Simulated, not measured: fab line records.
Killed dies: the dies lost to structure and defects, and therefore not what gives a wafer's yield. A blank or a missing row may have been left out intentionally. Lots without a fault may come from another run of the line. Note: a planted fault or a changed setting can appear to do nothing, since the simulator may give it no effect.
fab line records ; flow nand_harc
record: lots: 6; wafers: 18; last_day: 34
route steps=1302 shown A_ONON_D2@550 END@1302
lots that met no fault: from a run of the same line without faults
start_h: hours from the record's first day to the start of the lot's first wafer shown ; wait_h: hours elapsed since this lot's preceding step ; " repeats the value in the row above ; L1.1+2: a single row standing in for several wafers ; - either no value or no given start ; * or withheld: withheld ; < > ~ a bound
route shown NAME@n: a module of which the file shows steps, and the number in the route of the first ; usual: the fault-free wafers' mean and standard deviation ; same: alike in all rows ; chamber/n: place in a boat ; sites: the reading at each site ; _std_site: how widely they spread, as a standard deviation ; _edge_site: the outer-site mean with the inner-site mean subtracted ; radius_mm: for every site, how far away it sits from the centre of the wafer ; mask NAME#n: copy n ; behind: the tool/chamber that last shaped the wafer ; hold: reason for holding the lot/hours on hold/outcome of the hold ; device: which transistor (n, p or np) failed to switch ; end of line: at the end of the route, the tests of the same wafers ; a step with no rows: only its recipe ; killed: at the first sort, the dies lost to defects and structure; wafer yield is something else ; map: shows each die of a wafer: x if killed, . if not, _ if none is there
set.NAME: the setting the step ran with; set.NAME@STEP: the setting that earlier step ran with ; model.NAME: the simulator's own value behind a step, which no gauge read
a table for each step, a row for each wafer; lots at some steps of the route
services: the hour from which a tool's chamber was out of use, counted from the record's first day as start_h (under 0 if before that day), plus the number of hours and why
== steps ==
step: NHARC_A_ONON_D2_THK_MEAS_08
recipe: thk_meas_gauge: ellipsometry
usual: thk_nm: 998/9.8
lot.wafer;tool;chamber;start_h;wait_h;thk_nm
L222.1;film_metro-02;-;360.29;-;1003
L222.2;film_metro-02;-;360.29;-;1002
L222.3;film_metro-02;-;360.29;-;1002
L230.2;film_metro-01;-;435.59;-;983
L230.5;film_metro-01;-;435.59;-;984
L230.6;film_metro-01;-;435.59;-;986
L232.1;film_metro-02;-;450.11;-;1008
L232.4;film_metro-02;-;450.11;-;1006
L232.6;film_metro-02;-;450.11;-;1008
L235.1;film_metro-02;-;482.47;-;994
L235.3;film_metro-02;-;482.47;-;994
L235.6;film_metro-02;-;482.47;-;994
L236.1;film_metro-02;-;488.29;-;993
L236.3;film_metro-02;-;488.29;-;994
L236.5;film_metro-02;-;488.29;-;996
L237.2;film_metro-02;-;511.75;-;1010
L237.4;film_metro-02;-;511.75;-;1009
L237.6;film_metro-02;-;511.75;-;1008
step: NHARC_A_ONON_D2_DEP_09
recipe: target_thk_a: 10000; n2_flow_sccm: 2750; n2o_flow_sccm: 2000; nh3_flow_sccm: 500; sih4_flow_sccm: 210; temp_c: 400
step: NHARC_A_ONON_D2_THK_MEAS_11
recipe: thk_meas_gauge: ellipsometry
usual: thk_nm: 997/7.9
lot.wafer;tool;chamber;start_h;wait_h;thk_nm
L222.1;film_metro-01;-;360.86;-;997
L222.2;film_metro-01;-;360.86;-;997
L222.3;film_metro-01;-;360.86;-;997
L230.2;film_metro-01;-;436.16;-;1001
L230.5;film_metro-01;-;436.16;-;999
L230.6;film_metro-01;-;436.16;-;1001
L232.1;film_metro-02;-;450.67;-;1007
L232.4;film_metro-02;-;450.67;-;1009
L232.6;film_metro-02;-;450.67;-;1009
L235.1;film_metro-01;-;483.04;-;987
L235.3;film_metro-01;-;483.04;-;987
L235.6;film_metro-01;-;483.04;-;988
L236.1;film_metro-02;-;488.85;-;991
L236.3;film_metro-02;-;488.85;-;992
L236.5;film_metro-02;-;488.85;-;992
L237.2;film_metro-01;-;512.31;-;997
L237.4;film_metro-01;-;512.31;-;996
L237.6;film_metro-01;-;512.31;-;997
step: NHARC_A_ONON_D2_DEP_12
recipe: target_thk_a: 10000; n2_flow_sccm: 2750; n2o_flow_sccm: 2000; nh3_flow_sccm: 500; sih4_flow_sccm: 210; temp_c: 400
step: NHARC_A_ONON_D2_THK_MEAS_14
recipe: thk_meas_gauge: ellipsometry
usual: thk_nm: 999/10
lot.wafer;tool;chamber;start_h;wait_h;thk_nm
L222.1;film_metro-02;-;361.42;-;994
L222.2;film_metro-02;-;361.42;-;997
L222.3;film_metro-02;-;361.42;-;996
L230.2;film_metro-01;-;436.73;-;1001
L230.5;film_metro-01;-;436.73;-;1001
L230.6;film_metro-01;-;436.73;-;1001
L232.1;film_metro-02;-;451.24;-;996
L232.4;film_metro-02;-;451.24;-;997
L232.6;film_metro-02;-;451.24;-;997
L235.1;film_metro-01;-;483.61;-;998
L235.3;film_metro-01;-;483.61;-;999
L235.6;film_metro-01;-;483.61;-;997
L236.1;film_metro-01;-;489.42;-;1012
L236.3;film_metro-01;-;489.42;-;1012
L236.5;film_metro-01;-;489.42;-;1013
L237.2;film_metro-02;-;512.87;-;996
L237.4;film_metro-02;-;512.87;-;997
L237.6;film_metro-02;-;512.87;-;995
step: NHARC_A_ONON_D2_ANNEAL_15
recipe: temp_c: 750; time_s: 3600
step: NHARC_A_ONON_D2_DEP_16
recipe: target_thk_a: 10000; n2_flow_sccm: 2750; n2o_flow_sccm: 2000; nh3_flow_sccm: 500; sih4_flow_sccm: 210; temp_c: 400
step: NHARC_A_ONON_D2_THK_MEAS_18
recipe: thk_meas_gauge: ellipsometry
usual: thk_nm: 997/9.1
lot.wafer;tool;chamber;start_h;wait_h;thk_nm
L222.1;film_metro-01;-;369.42;-;1018
L222.2;film_metro-01;-;369.42;-;1017
L222.3;film_metro-01;-;369.42;-;1018
L230.2;film_metro-01;-;445.30;-;982
L230.5;film_metro-01;-;445.30;-;984
L230.6;film_metro-01;-;445.30;-;985
L232.1;film_metro-01;-;459.25;-;1003
L232.4;film_metro-01;-;459.25;-;1002
L232.6;film_metro-01;-;459.25;-;1003
L235.1;film_metro-02;-;491.11;-;991
L235.3;film_metro-02;-;491.11;-;991
L235.6;film_metro-02;-;491.11;-;991
L236.1;film_metro-02;-;496.80;-;998
L236.3;film_metro-02;-;496.80;-;1000
L236.5;film_metro-02;-;496.80;-;1001
L237.2;film_metro-02;-;520.89;-;997
L237.4;film_metro-02;-;520.89;-;996
L237.6;film_metro-02;-;520.89;-;993
step: NHARC_A_ONON_D2_DEP_19
recipe: target_thk_a: 10000; n2_flow_sccm: 2750; n2o_flow_sccm: 2000; nh3_flow_sccm: 500; sih4_flow_sccm: 210; temp_c: 400
step: NHARC_A_ONON_D2_THK_MEAS_21
recipe: thk_meas_gauge: ellipsometry
usual: thk_nm: 996/11
lot.wafer;tool;chamber;start_h;wait_h;thk_nm
L222.1;film_metro-01;-;369.99;-;988
L222.2;film_metro-01;-;369.99;-;988
L222.3;film_metro-01;-;369.99;-;989
L230.2;film_metro-02;-;445.87;-;986
L230.5;film_metro-02;-;445.87;-;987
L230.6;film_metro-02;-;445.87;-;986
L232.1;film_metro-01;-;459.82;-;1005
L232.4;film_metro-01;-;459.82;-;1002
L232.6;film_metro-01;-;459.82;-;1002
L235.1;film_metro-02;-;491.68;-;1011
L235.3;film_metro-02;-;491.68;-;1010
L235.6;film_metro-02;-;491.68;-;1011
L236.1;film_metro-02;-;497.37;-;1010
L236.3;film_metro-02;-;497.37;-;1008
L236.5;film_metro-02;-;497.37;-;1007
L237.2;film_metro-02;-;521.45;-;994
L237.4;film_metro-02;-;521.45;-;991
L237.6;film_metro-02;-;521.45;-;992
step: NHARC_A_ONON_D2_DEP_22
recipe: target_thk_a: 10000; n2_flow_sccm: 2750; n2o_flow_sccm: 2000; nh3_flow_sccm: 500; sih4_flow_sccm: 210; temp_c: 400
step: NHARC_A_ONON_D2_THK_MEAS_24
recipe: thk_meas_gauge: ellipsometry
usual: thk_nm: 998/8.7
lot.wafer;tool;chamber;start_h;wait_h;thk_nm
L222.1;film_metro-01;-;370.55;-;997
L222.2;film_metro-01;-;370.55;-;996
L222.3;film_metro-01;-;370.55;-;993
L230.2;film_metro-02;-;446.43;-;1005
L230.5;film_metro-02;-;446.43;-;1006
L230.6;film_metro-02;-;446.43;-;1005
L232.1;film_metro-02;-;460.39;-;1003
L232.4;film_metro-02;-;460.39;-;1001
L232.6;film_metro-02;-;460.39;-;1003
L235.1;film_metro-02;-;492.25;-;989
L235.3;film_metro-02;-;492.25;-;991
L235.6;film_metro-02;-;492.25;-;989
L236.1;film_metro-01;-;497.94;-;1017
L236.3;film_metro-01;-;497.94;-;1017
L236.5;film_metro-01;-;497.94;-;1018
L237.2;film_metro-02;-;522.03;-;1000
L237.4;film_metro-02;-;522.03;-;999
L237.6;film_metro-02;-;522.03;-;999
step: NHARC_A_ONON_D2_DEP_25
recipe: target_thk_a: 10000; n2_flow_sccm: 2750; n2o_flow_sccm: 2000; nh3_flow_sccm: 500; sih4_flow_sccm: 210; temp_c: 400
usual: n2o_flow_sccm: 1999/5.8
lot.wafer;tool;chamber;start_h;wait_h;n2o_flow_sccm
L222.1;pecvd_onon-01;0;370.61;0.1;2009
L222.2;pecvd_onon-01;0;370.61;0.1;2014
L222.3;pecvd_onon-01;0;370.61;0.1;2010
L230.2;pecvd_onon-03;0;446.55;0.1;1995
L230.5;pecvd_onon-03;0;446.55;0.1;1993
L230.6;pecvd_onon-03;0;446.55;0.1;1996
L232.1;pecvd_onon-03;0;460.45;0.1;2002
L232.4;pecvd_onon-03;0;460.45;0.1;2001
L232.6;pecvd_onon-03;0;460.45;0.1;1994
L235.1;pecvd_onon-02;0;492.31;0.1;1992
L235.3;pecvd_onon-02;0;492.31;0.1;1992
L235.6;pecvd_onon-02;0;492.31;0.1;2007
L236.1;pecvd_onon-01;0;497.99;0.1;2001
L236.3;pecvd_onon-01;0;497.99;0.1;2000
L236.5;pecvd_onon-01;0;497.99;0.1;2001
L237.2;pecvd_onon-03;0;522.46;0.4;1996
L237.4;pecvd_onon-03;0;522.46;0.4;1994
L237.6;pecvd_onon-03;0;522.46;0.4;1991
step: NHARC_A_ONON_D2_THK_MEAS_27
recipe: thk_meas_gauge: ellipsometry
usual: thk_nm: 998/9.6
lot.wafer;tool;chamber;start_h;wait_h;thk_nm
L222.1;film_metro-02;-;371.11;-;1000
L222.2;film_metro-02;-;371.11;-;999
L222.3;film_metro-02;-;371.11;-;1000
L230.2;film_metro-01;-;447.00;-;1490
L230.5;film_metro-01;-;447.00;-;1491
L230.6;film_metro-01;-;447.00;-;1492
L232.1;film_metro-01;-;460.98;-;1500
L232.4;film_metro-01;-;460.98;-;1499
L232.6;film_metro-01;-;460.98;-;1499
L235.1;film_metro-02;-;492.82;-;987
L235.3;film_metro-02;-;492.82;-;987
L235.6;film_metro-02;-;492.82;-;988
L236.1;film_metro-01;-;498.51;-;990
L236.3;film_metro-01;-;498.51;-;990
L236.5;film_metro-01;-;498.51;-;990
L237.2;film_metro-02;-;522.91;-;986
L237.4;film_metro-02;-;522.91;-;987
L237.6;film_metro-02;-;522.91;-;987
step: NHARC_A_ONON_D2_DEP_28
recipe: target_thk_a: 10000; n2_flow_sccm: 2750; n2o_flow_sccm: 2000; nh3_flow_sccm: 500; sih4_flow_sccm: 210; temp_c: 400
step: NHARC_END_SORT_01
recipe: temp_c: 25
usual: killed_at_array: 55/15; killed_at_other: 1.0/1.2; killed_at_periphery: 3.4/2.2; killed_dies: 59/15; killed_open: 3.2/2; killed_short: 2.5/1.7
same: gross_dies: 677
lot.wafer;tool;chamber;start_h;wait_h;killed_at_array;killed_at_other;killed_at_periphery;killed_dies;killed_open;killed_short
L230.2;prober-02;0;722.28;5.1;670;3;4;677;4;1
L230.5;prober-02;0;724.68;6.0;667;2;8;677;8;3
L230.6;prober-02;0;725.48;6.3;672;2;3;677;4;1
L232.1;prober-01;0;738.28;2.5;670;1;6;677;3;5
L232.4;prober-01;0;740.68;3.4;674;1;2;677;0;0
L232.6;prober-01;0;742.28;4.0;669;0;8;677;5;4
killed by level:class
L230.2 A_ONON_D2:area_dep=627 A_SLIT:chamber_film_flake=28 A_CHANNEL_HOLE_D1:chamber_film_flake=6 P_CONTACT:chamber_film_flake=3 THIN_TSV:chamber_film_flake=3 A_CONTACT:chamber_film_flake=2 P_GATE:geometric_particle:open=1 A_CHANNEL_HOLE_D1:geometric_particle:open=1
L230.5 A_ONON_D2:area_dep=607 A_SLIT:chamber_film_flake=33 A_CHANNEL_HOLE_D1:chamber_film_flake=7 P_CONTACT:chamber_film_flake=6 A_CONTACT:chamber_film_flake=6 A_DECK1_JOINT:geometric_particle:open=3 A_CHANNEL_FILL_D1:chamber_film_flake=3 THIN_TSV:chamber_film_flake=2
L230.6 A_ONON_D2:area_dep=613 A_SLIT:chamber_film_flake=36 A_CHANNEL_HOLE_D1:chamber_film_flake=10 A_CONTACT:chamber_film_flake=4 P_CONTACT:chamber_film_flake=3 A_WL_FILL:geometric_particle:open=2 THIN_TSV:chamber_film_flake=2 A_CHANNEL_HOLE_D1:geometric_particle:short=1
L232.1 A_ONON_D2:area_dep=622 A_CHANNEL_HOLE_D2:chamber_film_flake=21 A_CHANNEL_HOLE_D1:chamber_film_flake=8 A_SLIT:chamber_film_flake=5 A_CONTACT:chamber_film_flake=5 P_CONTACT:geometric_particle:short=2 A_CHANNEL_FILL_D1:chamber_film_flake=2 A_ONON_D1:geometric_particle:short=1
L232.4 A_ONON_D2:area_dep=620 A_CHANNEL_HOLE_D2:chamber_film_flake=30 A_CHANNEL_HOLE_D1:chamber_film_flake=11 A_CONTACT:chamber_film_flake=6 A_SLIT:chamber_film_flake=5 P_M1:chamber_film_flake=2 A_WL_FILL:chamber_film_flake=2 HYBRID_BOND:chamber_film_flake=1
L232.6 A_ONON_D2:area_dep=611 A_CHANNEL_HOLE_D2:chamber_film_flake=26 A_CHANNEL_HOLE_D1:chamber_film_flake=11 A_CONTACT:chamber_film_flake=8 P_M0:geometric_particle:open=3 P_M1:chamber_film_flake=3 A_STAIRCASE:chamber_film_flake=2 A_ZERO_WELL:chamber_film_flake=2
map L230.2 (x killed, . not)
____________x____________
_________xxxxxxx_________
_______xxxxxxxxxxx_______
______xxxxxxxxxxxxx______
_____xxxxxxxxxxxxxxx_____
____xxxxxxxxxxxxxxxxx____
____xxxxxxxxxxxxxxxxx____
___xxxxxxxxxxxxxxxxxxx___
___xxxxxxxxxxxxxxxxxxx___
__xxxxxxxxxxxxxxxxxxxxx__
__xxxxxxxxxxxxxxxxxxxxx__
_xxxxxxxxxxxxxxxxxxxxxxx_
_xxxxxxxxxxxxxxxxxxxxxxx_
_xxxxxxxxxxxxxxxxxxxxxxx_
_xxxxxxxxxxxxxxxxxxxxxxx_
_xxxxxxxxxxxxxxxxxxxxxxx_
xxxxxxxxxxxxxxxxxxxxxxxxx
xxxxxxxxxxxxxxxxxxxxxxxxx
xxxxxxxxxxxxxxxxxxxxxxxxx
xxxxxxxxxxxxxxxxxxxxxxxxx
xxxxxxxxxxxxxxxxxxxxxxxxx
_xxxxxxxxxxxxxxxxxxxxxxx_
_xxxxxxxxxxxxxxxxxxxxxxx_
_xxxxxxxxxxxxxxxxxxxxxxx_
_xxxxxxxxxxxxxxxxxxxxxxx_
_xxxxxxxxxxxxxxxxxxxxxxx_
__xxxxxxxxxxxxxxxxxxxxx__
__xxxxxxxxxxxxxxxxxxxxx__
___xxxxxxxxxxxxxxxxxxx___
___xxxxxxxxxxxxxxxxxxx___
____xxxxxxxxxxxxxxxxx____
____xxxxxxxxxxxxxxxxx____
_____xxxxxxxxxxxxxxx_____
______xxxxxxxxxxxxx______
_______xxxxxxxxxxx_______
_________xxxxxxx_________
____________x____________
map L232.1 (x killed, . not)
____________x____________
_________xxxxxxx_________
_______xxxxxxxxxxx_______
______xxxxxxxxxxxxx______
_____xxxxxxxxxxxxxxx_____
____xxxxxxxxxxxxxxxxx____
____xxxxxxxxxxxxxxxxx____
___xxxxxxxxxxxxxxxxxxx___
___xxxxxxxxxxxxxxxxxxx___
__xxxxxxxxxxxxxxxxxxxxx__
__xxxxxxxxxxxxxxxxxxxxx__
_xxxxxxxxxxxxxxxxxxxxxxx_
_xxxxxxxxxxxxxxxxxxxxxxx_
_xxxxxxxxxxxxxxxxxxxxxxx_
_xxxxxxxxxxxxxxxxxxxxxxx_
_xxxxxxxxxxxxxxxxxxxxxxx_
xxxxxxxxxxxxxxxxxxxxxxxxx
xxxxxxxxxxxxxxxxxxxxxxxxx
xxxxxxxxxxxxxxxxxxxxxxxxx
xxxxxxxxxxxxxxxxxxxxxxxxx
xxxxxxxxxxxxxxxxxxxxxxxxx
_xxxxxxxxxxxxxxxxxxxxxxx_
_xxxxxxxxxxxxxxxxxxxxxxx_
_xxxxxxxxxxxxxxxxxxxxxxx_
_xxxxxxxxxxxxxxxxxxxxxxx_
_xxxxxxxxxxxxxxxxxxxxxxx_
__xxxxxxxxxxxxxxxxxxxxx__
__xxxxxxxxxxxxxxxxxxxxx__
___xxxxxxxxxxxxxxxxxxx___
___xxxxxxxxxxxxxxxxxxx___
____xxxxxxxxxxxxxxxxx____
____xxxxxxxxxxxxxxxxx____
_____xxxxxxxxxxxxxxx_____
______xxxxxxxxxxxxx______
_______xxxxxxxxxxx_______
_________xxxxxxx_________
____________x____________
== services ==
tool;chamber;start_h;hours;kind
pecvd_onon-02;-;366.00;13.0;pm
pecvd_onon-03;-;408.00;13.0;pm
pecvd_onon-02;-;420.27;1.0;repair
pecvd_onon-01;-;450.00;13.0;pm
pecvd_onon-02;-;490.85;0.9;repair
== key ==
first_sign: step: NHARC_A_ONON_D2_THK_MEAS_27; reading: thk_nm; direction: up; sigmas: 52; usual: 998; struck: 1495
effect: step: NHARC_END_SORT_01; reading: killed_dies; direction: up; sigmas: 42; usual: 59; struck: 677
more_kills_born_at: NHARC_A_ONON_D2_DEP_25@pecvd_onon-03: 3700
met_at NHARC_A_ONON_D2_DEP_25
struck_wafers L230.2,L230.5,L230.6,L232.1,L232.4,L232.6
later_rows_left_out L230.2,L230.5,L230.6,L232.1,L232.4,L232.6
tester_left_out L230,L232
fault: kind: process_parameter_drift; tool: pecvd_onon-03; chamber: 0; onset_h: 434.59; steps: NHARC_A_ONON_D2_DEP_25; channel: target_thk_a; offset: *; shape: step; end_h: 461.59; acts_in: *; stated: *
tester_left_out: of these lots the tester's yield and bins aren't shown, on N5 and GAA mostly nor the transistor test; their killed dies are dies lost to structure and defects alone, not to doping, threshold or leakage, so they don't give the yield
later_rows_left_out: the simulator's readings of these wafers behind a module that went badly wrong aren't trusted and aren't shown, but for the sort
